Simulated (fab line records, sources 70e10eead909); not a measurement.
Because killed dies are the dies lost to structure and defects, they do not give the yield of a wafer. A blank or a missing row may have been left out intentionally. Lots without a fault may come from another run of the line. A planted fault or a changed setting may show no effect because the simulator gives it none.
Matching of chambers + flow nand harc + NHARC_P_M0_PRE_CLEAN_31 on pecvd-03: 3 sister chambers
The step time 12 s. 6 wafers are shown with their chamber, then 7 later ones without.

EACH WAFER AND ITS CHAMBER
| wafer  | chamber | heater power w (W) | rf fwd power W (W) |
|--------|---------|--------------------|--------------------|
| L077.3 | 0       | 629                | 292.5              |
| L077.5 | 0       | 605                | 293.7              |
| L086.5 | 1       | 582                | 292.4              |
| L087.1 | 1       | 655                | 291.9              |
| L090.1 | 2       | 629                | 292.9              |
| L090.5 | 2       | 627                | 292.6              |

WAFERS WITH NO CHAMBER GIVEN
| wafer  | heater power w (W) | rf fwd power W (W) |
|--------|--------------------|--------------------|
| L090.6 | 560                | 294.0              |
| L091.1 | 521                | 291.1              |
| L091.4 | 515                | 291.4              |
| L091.5 | 551                | 292.7              |
| L092.1 | 577                | 293.0              |
| L092.3 | 580                | 292.9              |
| L092.5 | 572                | 292.1              |

THE CHAMBER EACH PASSED THROUGH
| wafer  | from the rows above          | in truth |
|--------|------------------------------|----------|
| L090.6 | can't be placed: 0 or 2 or 1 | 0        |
| L091.1 | can't be placed: 1 or 2 or 0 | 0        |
| L091.4 | can't be placed: 1 or 2 or 0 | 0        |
| L091.5 | can't be placed: 0 or 1 or 2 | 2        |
| L092.1 | can't be placed: 0 or 2 or 1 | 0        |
| L092.3 | can't be placed: 0 or 2 or 1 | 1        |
| L092.5 | can't be placed: 1 or 2 or 0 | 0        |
0 of 7 placed correctly. Unplaceable from these rows: 7, with the true chamber sitting among the candidates in 7. Wrongly placed: 0.
How it was worked out, from the rows above alone: a wafer's distance from a chamber is the root of the sum, over the readings, of the square of ((its reading less the chamber's mean) divided by the reading's scatter). If the next closest chamber is less than 2 further off than the closest, the wafer can't be placed; otherwise it belongs to the closest. For every chamber, the mean is computed from those of its wafers that are shown. How the scatter is found: for the shown wafers, subtract from each reading the mean of its chamber, square and add these, divide the total by (wafers less chambers), then take the root.
